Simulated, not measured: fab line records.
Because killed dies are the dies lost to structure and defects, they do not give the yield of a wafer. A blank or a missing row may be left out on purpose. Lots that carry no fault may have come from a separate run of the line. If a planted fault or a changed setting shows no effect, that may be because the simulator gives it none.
Code-filled problem report in 8D (eight disciplines) form    flow nandHarc    the parts of the form that need people (team, actions taken, sign-off) are left out

1. WHAT WENT WRONG
At NHARC_END_SORT_01, killedAtArray averages 141 over 2 wafers from 2 lots, while fault-free wafers read 58, standard deviation 18. That is +4.6 standard deviations from the usual mean.
First seen on wafer L553.2, day 31 09:43, on prober-02. The record has a number at this step for 39 wafers belonging to 13 lots. Rule for "out", or "out of limits": more than 4 standard deviations from the usual mean. The other wafers with a number count as sound.

2. WHAT IT IS AND WHAT IT IS NOT
question                     is                         is not
which readings at this step  killedAtArray, killedDies  killedAtOther, killedAtPeriphery, killedOpen, killedShort
which lots                   L552, L553                 L536, L537, L539, L540, L541, L542, L545, L546, L547, L558, L559
which wafers of those lots   L552.5, L553.2             L552.1, L552.6, L553.3, L553.6
read on which gauges         prober-01, prober-02       -
when                         from day 31 09:43          up to then (27 sound wafers); but 10 sound wafers of L552, L553, L558, L559 came after

3. SUSPECTS, AND WHAT RULES EACH OUT
Counting: any tool at a process step up to the reading remains a suspect provided it ran every lot that is out. Sound lots after the first of them don't rule it out here, since some wafers of a struck lot are sound.
- the gauge at NHARC_END_SORT_01 has been ruled out. Those wafers that are out were read across 2 gauges (prober-01, prober-02).
- aldHk-02 at NHARC_A_CHANNEL_FILL_D1_ALD_25 (deposits SiOx, target thk 60 nm, pulse time 10 s, ald cycles 600): kept. It ran every lot that is out, first L553 (day 17 07:50); its last sound lot up to then is L547 (day 15 07:24).
- pvdSputter-01 at NHARC_THIN_TSV_PRE_CLEAN_50 (time 30 s): kept. It ran every lot that is out, first L553 (day 31 09:43); its last sound lot up to then is L547 (day 29 06:20). NHARC_THIN_TSV_PRE_CLEAN_50: start missing for some lots; hours and lot order therefore follow NHARC_END_SORT_01.
- pvdSputter-01 at NHARC_THIN_TSV_PVD_19 (deposits TaN, target thk 20 nm): kept. It ran every lot that is out, first L553 (day 31 09:43); its last sound lot up to then is L547 (day 29 06:20). NHARC_THIN_TSV_PVD_19: start missing for some lots; hours and lot order therefore follow NHARC_END_SORT_01.
- At NHARC_A_CHANNEL_FILL_D1_ALD_25 on aldHk-02, chamber 2 took the sound wafers of the same lots and chamber 3 took the wafers that are out.
Left after counting: aldHk-02 at NHARC_A_CHANNEL_FILL_D1_ALD_25, pvdSputter-01 at NHARC_THIN_TSV_PRE_CLEAN_50, pvdSputter-01 at NHARC_THIN_TSV_PVD_19.

4. THE CAUSE (what the simulator had put in)
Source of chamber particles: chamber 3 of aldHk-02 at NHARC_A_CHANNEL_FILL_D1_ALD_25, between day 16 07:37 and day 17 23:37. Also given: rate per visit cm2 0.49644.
Counting leaves 3 suspects; this tool is one of them.

5. SEQUENCE OF EFFECTS, ordered by route
Each row: a reading where the mean over the struck wafers with a number is more than 3 standard deviations away from the usual. Scope: only readings with a usual standard deviation given in the record; hours: median across lots of the time from each lot's start at the first step in this table that gives one to its start at this step; sigmas: change in usual standard deviations.
hours  step               reading        usual  on struck wafers  change  sigmas
0      NHARC_END_SORT_01  killedAtArray  58     141               +83     +4.6
0      NHARC_END_SORT_01  killedDies     64     146               +82     +4.5

6. HOW IT WOULD HAVE BEEN CAUGHT EARLIER
The first out-of-limits reading at a measuring or inspecting step in this record came at day 31 09:43, 362 hours after the fault's start at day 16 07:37.
An alarm limit of 4 standard deviations would not have fired on the tool readings at NHARC_A_CHANNEL_FILL_D1_ALD_25 for which the record gives a usual standard deviation, since none of them was out on any struck wafer.
Each of the lots that are out, 2 in all, had begun NHARC_A_CHANNEL_FILL_D1_ALD_25 on aldHk-02 no later than day 31 09:43. Had the tool been put on hold then, not one of them would have been saved.
